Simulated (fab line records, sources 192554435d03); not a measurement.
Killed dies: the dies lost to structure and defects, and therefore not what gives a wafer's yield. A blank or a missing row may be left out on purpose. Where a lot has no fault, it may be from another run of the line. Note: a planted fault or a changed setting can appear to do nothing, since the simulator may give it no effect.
Split-lot trial / flow n5-finfet / 21 wafers read from 7 lots, route of 1938 steps

THE SPLIT
At N5_PASSIVATION_PECVD_53 (deposits SiO2 from TEOS/O2, target thk 800 nm, time 169.4 s), the setting time-s was moved away from the recipe's 169.4 s on 5 of the 21 wafers read, by -11.1% to +8.6%. This setting was run at the recipe's value on the other wafers.

Reading taken at the split's own step.

THE READING
SiO2_of_PASSIVATION_PECVD_53.thk-nm (the simulator's own value, which no gauge read), in nm, at N5_PASSIVATION_PECVD_53 (deposits SiO2 from TEOS/O2, target thk 800 nm, time 169.4 s). The file does not state a usual value for it. Here, 16 wafers ran the recipe; their average is 793.0 nm with a standard deviation of 11 nm.

wafer=L075.1; tool, chamber at the split=pecvd-04, 0; time-s as run, s=169.4; against the recipe=recipe; SiO2_of_PASSIVATION_PECVD_53.thk-nm, nm=794.6; against lot-mates on the recipe=-
wafer=L075.2; tool, chamber at the split=pecvd-04, 1; time-s as run, s=169.4; against the recipe=recipe; SiO2_of_PASSIVATION_PECVD_53.thk-nm, nm=788.2; against lot-mates on the recipe=-
wafer=L075.3; tool, chamber at the split=pecvd-04, 2; time-s as run, s=169.4; against the recipe=recipe; SiO2_of_PASSIVATION_PECVD_53.thk-nm, nm=782.4; against lot-mates on the recipe=-
wafer=L076.4; tool, chamber at the split=pecvd-02, 1; time-s as run, s=150.6; against the recipe=-11.1%; SiO2_of_PASSIVATION_PECVD_53.thk-nm, nm=716.2; against lot-mates on the recipe=-94.2
wafer=L076.5; tool, chamber at the split=pecvd-02, 2; time-s as run, s=169.4; against the recipe=recipe; SiO2_of_PASSIVATION_PECVD_53.thk-nm, nm=807.6; against lot-mates on the recipe=-
wafer=L076.6; tool, chamber at the split=pecvd-02, 0; time-s as run, s=169.4; against the recipe=recipe; SiO2_of_PASSIVATION_PECVD_53.thk-nm, nm=813.2; against lot-mates on the recipe=-
wafer=L080.1; tool, chamber at the split=pecvd-04, 2; time-s as run, s=169.4; against the recipe=recipe; SiO2_of_PASSIVATION_PECVD_53.thk-nm, nm=780; against lot-mates on the recipe=-
wafer=L080.2; tool, chamber at the split=pecvd-04, 0; time-s as run, s=184; against the recipe=+8.6%; SiO2_of_PASSIVATION_PECVD_53.thk-nm, nm=841; against lot-mates on the recipe=+55.6
wafer=L080.5; tool, chamber at the split=pecvd-04, 2; time-s as run, s=169.4; against the recipe=recipe; SiO2_of_PASSIVATION_PECVD_53.thk-nm, nm=790.8; against lot-mates on the recipe=-
wafer=L077.1; tool, chamber at the split=pecvd-04, 2; time-s as run, s=169.4; against the recipe=recipe; SiO2_of_PASSIVATION_PECVD_53.thk-nm, nm=782.6; against lot-mates on the recipe=-
wafer=L077.3; tool, chamber at the split=pecvd-04, 0; time-s as run, s=169.4; against the recipe=recipe; SiO2_of_PASSIVATION_PECVD_53.thk-nm, nm=784.6; against lot-mates on the recipe=-
wafer=L077.6; tool, chamber at the split=pecvd-04, 0; time-s as run, s=169.4; against the recipe=recipe; SiO2_of_PASSIVATION_PECVD_53.thk-nm, nm=793; against lot-mates on the recipe=-
wafer=L082.3; tool, chamber at the split=pecvd-02, 0; time-s as run, s=156.6; against the recipe=-7.6%; SiO2_of_PASSIVATION_PECVD_53.thk-nm, nm=744.8; against lot-mates on the recipe=-69.8
wafer=L082.4; tool, chamber at the split=pecvd-02, 0; time-s as run, s=169.4; against the recipe=recipe; SiO2_of_PASSIVATION_PECVD_53.thk-nm, nm=814.6; against lot-mates on the recipe=-
wafer=L082.6; tool, chamber at the split=pecvd-02, 2; time-s as run, s=156.6; against the recipe=-7.6%; SiO2_of_PASSIVATION_PECVD_53.thk-nm, nm=742.6; against lot-mates on the recipe=-72.0
wafer=L087.1; tool, chamber at the split=pecvd-04, 0; time-s as run, s=155.7; against the recipe=-8.1%; SiO2_of_PASSIVATION_PECVD_53.thk-nm, nm=710.8; against lot-mates on the recipe=-86.2
wafer=L087.4; tool, chamber at the split=pecvd-04, 2; time-s as run, s=169.4; against the recipe=recipe; SiO2_of_PASSIVATION_PECVD_53.thk-nm, nm=796.8; against lot-mates on the recipe=-
wafer=L087.5; tool, chamber at the split=pecvd-04, 0; time-s as run, s=169.4; against the recipe=recipe; SiO2_of_PASSIVATION_PECVD_53.thk-nm, nm=797.2; against lot-mates on the recipe=-
wafer=L095.1; tool, chamber at the split=pecvd-01, 1; time-s as run, s=169.4; against the recipe=recipe; SiO2_of_PASSIVATION_PECVD_53.thk-nm, nm=775.2; against lot-mates on the recipe=-
wafer=L095.3; tool, chamber at the split=pecvd-01, 0; time-s as run, s=169.4; against the recipe=recipe; SiO2_of_PASSIVATION_PECVD_53.thk-nm, nm=785; against lot-mates on the recipe=-
wafer=L095.6; tool, chamber at the split=pecvd-01, 0; time-s as run, s=169.4; against the recipe=recipe; SiO2_of_PASSIVATION_PECVD_53.thk-nm, nm=802.6; against lot-mates on the recipe=-

THE FIT
A straight line over all 21 wafers: SiO2_of_PASSIVATION_PECVD_53.thk-nm changes by +7 nm for each +1% of time-s; r = +0.92; the points scatter about the line by 12 nm.
The same after taking each lot's own level away (the mean of its wafers on the recipe; 21 wafers): +8.58 nm for each +1%; r = +0.98; scatter 7.9 nm.
On that fit, the largest move of time-s shifts the reading by 95 nm.
The span of the lots' own levels, 785.40 to 814.60 nm, comes to 2.6 times the standard deviation stated above.
Thus the slope moves with the lot-to-lot level: the two fits are different.
Check: -99.1 nm against its lot-mates is what the line predicts for one of the wafers moved furthest among these (-11.1%) when that wafer is left out of the fit. Against them it came out at -94.2 nm.

THESE WAFERS: OTHER SPLITS
Other splits were also applied to these wafers ahead of the reading. Each is held against what the fit with the lots' levels taken away leaves over:
other split on the same wafers=N5_BEOL_M9_ETCH_62 time-s; wafers away from the commonest value=7; r with SiO2_of_PASSIVATION_PECVD_53.thk-nm (lot level and that fit taken away)=-0.28
other split on the same wafers=N5_BEOL_M12_COAT_04 spin-rpm; wafers away from the commonest value=9; r with SiO2_of_PASSIVATION_PECVD_53.thk-nm (lot level and that fit taken away)=+0.23
other split on the same wafers=N5_BEOL_M12_PEB_08 peb-time-s; wafers away from the commonest value=10; r with SiO2_of_PASSIVATION_PECVD_53.thk-nm (lot level and that fit taken away)=-0.22
other split on the same wafers=N5_BEOL_M12_ETCH_38 time-s; wafers away from the commonest value=4; r with SiO2_of_PASSIVATION_PECVD_53.thk-nm (lot level and that fit taken away)=-0.04
other split on the same wafers=N5_BEOL_M13_ETCH_67 bias-w; wafers away from the commonest value=9; r with SiO2_of_PASSIVATION_PECVD_53.thk-nm (lot level and that fit taken away)=+0.13
other split on the same wafers=N5_BEOL_M13_SPUTTER_43 time-s; wafers away from the commonest value=8; r with SiO2_of_PASSIVATION_PECVD_53.thk-nm (lot level and that fit taken away)=+0.21
other split on the same wafers=N5_BEOL_M15_ILD_DEP_00 time-s; wafers away from the commonest value=10; r with SiO2_of_PASSIVATION_PECVD_53.thk-nm (lot level and that fit taken away)=-0.22

THE FILE'S OWN FIT
SiO2_of_PASSIVATION_PECVD_53.thk-nm changes by +8.62 nm for each +1% of time-s, r = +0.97.
